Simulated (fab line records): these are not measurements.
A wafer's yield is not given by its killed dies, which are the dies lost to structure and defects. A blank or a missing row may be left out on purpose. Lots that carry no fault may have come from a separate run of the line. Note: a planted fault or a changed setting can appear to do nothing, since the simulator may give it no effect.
Split-lot experiment || flow n5Finfet || on a route of 1938 steps: 7 lots, 39 wafers read

ABOUT THE SPLIT
At N5_MIM_BOT_ETCH_ETCH_04 (etches SiNx in CF4/O2, target depth 26 nm, time 13 s), the setting timeS was moved away from the recipe's 13 s on 12 of the 39 wafers read, by -33.8% to +48.6%. This setting was run at the recipe's value on the other wafers.

The reading comes from the split's own step.

THE READING
MIM_BOT_ETCH.cdOffsetNm (the simulator's own value, which no gauge read), in nm, at N5_MIM_BOT_ETCH_ETCH_04 (etches SiNx in CF4/O2, target depth 26 nm, time 13 s). The file gives no usual value for it. Across the 27 wafers here that went through the recipe, the average is -0.0 nm and the standard deviation 0.1 nm.

{"wafer": "L082.1", "tool, chamber at the split": "rieDiel-06, 1", "timeS as run, s": 17.3, "against the recipe": "+33.1%", "MIM_BOT_ETCH.cdOffsetNm, nm": -0.4, "against lot-mates on the recipe": -0.4}
{"wafer": "L082.2", "tool, chamber at the split": "rieDiel-06, 0", "timeS as run, s": 13, "against the recipe": "recipe", "MIM_BOT_ETCH.cdOffsetNm, nm": 0, "against lot-mates on the recipe": "-"}
{"wafer": "L082.3", "tool, chamber at the split": "rieDiel-06, 2", "timeS as run, s": 17.3, "against the recipe": "+33.1%", "MIM_BOT_ETCH.cdOffsetNm, nm": -0.2, "against lot-mates on the recipe": -0.2}
{"wafer": "L082.4", "tool, chamber at the split": "rieDiel-06, 3", "timeS as run, s": 13, "against the recipe": "recipe", "MIM_BOT_ETCH.cdOffsetNm, nm": 0, "against lot-mates on the recipe": "-"}
{"wafer": "L082.5", "tool, chamber at the split": "rieDiel-06, 3", "timeS as run, s": 17.3, "against the recipe": "+33.1%", "MIM_BOT_ETCH.cdOffsetNm, nm": -0.6, "against lot-mates on the recipe": -0.6}
{"wafer": "L082.6", "tool, chamber at the split": "rieDiel-06, 0", "timeS as run, s": 13, "against the recipe": "recipe", "MIM_BOT_ETCH.cdOffsetNm, nm": 0, "against lot-mates on the recipe": "-"}
{"wafer": "L085.1", "tool, chamber at the split": "rieDiel-02, 3", "timeS as run, s": 13, "against the recipe": "recipe", "MIM_BOT_ETCH.cdOffsetNm, nm": 0, "against lot-mates on the recipe": "-"}
{"wafer": "L085.2", "tool, chamber at the split": "rieDiel-02, 2", "timeS as run, s": 13, "against the recipe": "recipe", "MIM_BOT_ETCH.cdOffsetNm, nm": -0.2, "against lot-mates on the recipe": "-"}
{"wafer": "L085.3", "tool, chamber at the split": "rieDiel-02, 1", "timeS as run, s": 19.32, "against the recipe": "+48.6%", "MIM_BOT_ETCH.cdOffsetNm, nm": -0.6, "against lot-mates on the recipe": -0.5}
{"wafer": "L085.4", "tool, chamber at the split": "rieDiel-02, 3", "timeS as run, s": 13, "against the recipe": "recipe", "MIM_BOT_ETCH.cdOffsetNm, nm": 0, "against lot-mates on the recipe": "-"}
{"wafer": "L085.5", "tool, chamber at the split": "rieDiel-02, 2", "timeS as run, s": 19.32, "against the recipe": "+48.6%", "MIM_BOT_ETCH.cdOffsetNm, nm": -0.6, "against lot-mates on the recipe": -0.5}
{"wafer": "L085.6", "tool, chamber at the split": "rieDiel-02, 1", "timeS as run, s": 19.32, "against the recipe": "+48.6%", "MIM_BOT_ETCH.cdOffsetNm, nm": -0.8, "against lot-mates on the recipe": -0.7}
{"wafer": "L090.1", "tool, chamber at the split": "rieDiel-06, 1", "timeS as run, s": 8.611, "against the recipe": "-33.8%", "MIM_BOT_ETCH.cdOffsetNm, nm": 0.4, "against lot-mates on the recipe": "+0.5"}
{"wafer": "L090.2", "tool, chamber at the split": "rieDiel-06, 2", "timeS as run, s": 13, "against the recipe": "recipe", "MIM_BOT_ETCH.cdOffsetNm, nm": 0, "against lot-mates on the recipe": "-"}
{"wafer": "L090.3", "tool, chamber at the split": "rieDiel-06, 3", "timeS as run, s": 8.611, "against the recipe": "-33.8%", "MIM_BOT_ETCH.cdOffsetNm, nm": 0.2, "against lot-mates on the recipe": "+0.3"}
{"wafer": "L090.4", "tool, chamber at the split": "rieDiel-06, 1", "timeS as run, s": 8.611, "against the recipe": "-33.8%", "MIM_BOT_ETCH.cdOffsetNm, nm": 0.4, "against lot-mates on the recipe": "+0.5"}
{"wafer": "L090.5", "tool, chamber at the split": "rieDiel-06, 3", "timeS as run, s": 13, "against the recipe": "recipe", "MIM_BOT_ETCH.cdOffsetNm, nm": -0.2, "against lot-mates on the recipe": "-"}
{"wafer": "L090.6", "tool, chamber at the split": "rieDiel-06, 2", "timeS as run, s": 13, "against the recipe": "recipe", "MIM_BOT_ETCH.cdOffsetNm, nm": 0, "against lot-mates on the recipe": "-"}
{"wafer": "L089.1", "tool, chamber at the split": "rieDiel-06, 1", "timeS as run, s": 15.54, "against the recipe": "+19.5%", "MIM_BOT_ETCH.cdOffsetNm, nm": -0.2, "against lot-mates on the recipe": -0.1}
{"wafer": "L089.2", "tool, chamber at the split": "rieDiel-06, 2", "timeS as run, s": 15.54, "against the recipe": "+19.5%", "MIM_BOT_ETCH.cdOffsetNm, nm": -0.4, "against lot-mates on the recipe": -0.3}
{"wafer": "L089.3", "tool, chamber at the split": "rieDiel-06, 0", "timeS as run, s": 13, "against the recipe": "recipe", "MIM_BOT_ETCH.cdOffsetNm, nm": -0.2, "against lot-mates on the recipe": "-"}
{"wafer": "L089.4", "tool, chamber at the split": "rieDiel-06, 3", "timeS as run, s": 15.54, "against the recipe": "+19.5%", "MIM_BOT_ETCH.cdOffsetNm, nm": -0.4, "against lot-mates on the recipe": -0.3}
{"wafer": "L089.5", "tool, chamber at the split": "rieDiel-06, 1", "timeS as run, s": 13, "against the recipe": "recipe", "MIM_BOT_ETCH.cdOffsetNm, nm": 0, "against lot-mates on the recipe": "-"}
{"wafer": "L089.6", "tool, chamber at the split": "rieDiel-06, 2", "timeS as run, s": 13, "against the recipe": "recipe", "MIM_BOT_ETCH.cdOffsetNm, nm": 0, "against lot-mates on the recipe": "-"}
{"wafer": "L093.2", "tool, chamber at the split": "rieDiel-06, 0", "timeS as run, s": 13, "against the recipe": "recipe", "MIM_BOT_ETCH.cdOffsetNm, nm": -0.2, "against lot-mates on the recipe": "-"}
{"wafer": "L093.3", "tool, chamber at the split": "rieDiel-06, 1", "timeS as run, s": 13, "against the recipe": "recipe", "MIM_BOT_ETCH.cdOffsetNm, nm": 0, "against lot-mates on the recipe": "-"}
{"wafer": "L093.6", "tool, chamber at the split": "rieDiel-06, 3", "timeS as run, s": 13, "against the recipe": "recipe", "MIM_BOT_ETCH.cdOffsetNm, nm": -0.2, "against lot-mates on the recipe": "-"}
{"wafer": "L091.1", "tool, chamber at the split": "rieDiel-02, 0", "timeS as run, s": 13, "against the recipe": "recipe", "MIM_BOT_ETCH.cdOffsetNm, nm": 0, "against lot-mates on the recipe": "-"}
{"wafer": "L091.2", "tool, chamber at the split": "rieDiel-02, 1", "timeS as run, s": 13, "against the recipe": "recipe", "MIM_BOT_ETCH.cdOffsetNm, nm": -0.2, "against lot-mates on the recipe": "-"}
{"wafer": "L091.3", "tool, chamber at the split": "rieDiel-02, 3", "timeS as run, s": 13, "against the recipe": "recipe", "MIM_BOT_ETCH.cdOffsetNm, nm": 0, "against lot-mates on the recipe": "-"}
{"wafer": "L091.4", "tool, chamber at the split": "rieDiel-02, 1", "timeS as run, s": 13, "against the recipe": "recipe", "MIM_BOT_ETCH.cdOffsetNm, nm": 0, "against lot-mates on the recipe": "-"}
{"wafer": "L091.5", "tool, chamber at the split": "rieDiel-02, 0", "timeS as run, s": 13, "against the recipe": "recipe", "MIM_BOT_ETCH.cdOffsetNm, nm": 0, "against lot-mates on the recipe": "-"}
{"wafer": "L091.6", "tool, chamber at the split": "rieDiel-02, 3", "timeS as run, s": 13, "against the recipe": "recipe", "MIM_BOT_ETCH.cdOffsetNm, nm": 0, "against lot-mates on the recipe": "-"}
{"wafer": "L094.1", "tool, chamber at the split": "rieDiel-06, 0", "timeS as run, s": 13, "against the recipe": "recipe", "MIM_BOT_ETCH.cdOffsetNm, nm": 0, "against lot-mates on the recipe": "-"}
{"wafer": "L094.2", "tool, chamber at the split": "rieDiel-06, 2", "timeS as run, s": 13, "against the recipe": "recipe", "MIM_BOT_ETCH.cdOffsetNm, nm": 0.2, "against lot-mates on the recipe": "-"}
{"wafer": "L094.3", "tool, chamber at the split": "rieDiel-06, 3", "timeS as run, s": 13, "against the recipe": "recipe", "MIM_BOT_ETCH.cdOffsetNm, nm": 0, "against lot-mates on the recipe": "-"}
{"wafer": "L094.4", "tool, chamber at the split": "rieDiel-06, 1", "timeS as run, s": 13, "against the recipe": "recipe", "MIM_BOT_ETCH.cdOffsetNm, nm": 0.2, "against lot-mates on the recipe": "-"}
{"wafer": "L094.5", "tool, chamber at the split": "rieDiel-06, 2", "timeS as run, s": 13, "against the recipe": "recipe", "MIM_BOT_ETCH.cdOffsetNm, nm": 0, "against lot-mates on the recipe": "-"}
{"wafer": "L094.6", "tool, chamber at the split": "rieDiel-06, 1", "timeS as run, s": 13, "against the recipe": "recipe", "MIM_BOT_ETCH.cdOffsetNm, nm": 0, "against lot-mates on the recipe": "-"}

THE FIT
A straight line over all 39 wafers: MIM_BOT_ETCH.cdOffsetNm changes by -0.0122 nm for each +1% of timeS; r = -0.90; the points scatter about the line by 0.11 nm.
The same after taking each lot's own level away (the mean of its wafers on the recipe; 39 wafers): -0.0122 nm for each +1%; r = -0.92; scatter 0.098 nm.
According to that fit, moving timeS by its largest amount changes the reading by 0.59 nm.
Across the lots, their own levels run from -0.13 to 0.07 nm, a range of 1.9 times the standard deviation given above.
The two slopes agree, so the slope changes little with the lot-to-lot level.
Check: -0.61 nm against its lot-mates is what the line predicts for one of the wafers moved furthest among these (+48.6%) when that wafer is left out of the fit. It came out at -0.533 nm against them.

ADDITIONAL SPLITS CARRIED BY THESE WAFERS
These wafers also went through other splits before the reading. Each is held against what the fit with the lots' levels taken away leaves over:
{"other split on the same wafers": "N5_BEOL_M11_DEP_56 timeS", "wafers away from the commonest value": 15, "r with MIM_BOT_ETCH.cdOffsetNm (lot level and that fit taken away)": "+0.16"}

THE WHOLE CHAIN: every reading that the file lists as answering this split, in the file's order
{"step": "N5_MIM_BOT_ETCH_ETCH_04", "what it does": "etches SiNx in CF4/O2, target depth 26 nm, time 13 s", "reading": "etch.depthNm (the simulator's own value, which no gauge read)", "change (the file's fit)": "+0.257 nm for each +1% of the setting", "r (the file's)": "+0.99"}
{"step": "N5_MIM_BOT_ETCH_ETCH_04", "what it does": "etches SiNx in CF4/O2, target depth 26 nm, time 13 s", "reading": "MIM_BOT_ETCH.cdOffsetNm (the simulator's own value, which no gauge read)", "change (the file's fit)": "-0.0123 nm for each +1% of the setting", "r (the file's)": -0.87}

FILE'S OWN FIT
MIM_BOT_ETCH.cdOffsetNm changes by -0.0123 nm for each +1% of timeS, r = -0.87.
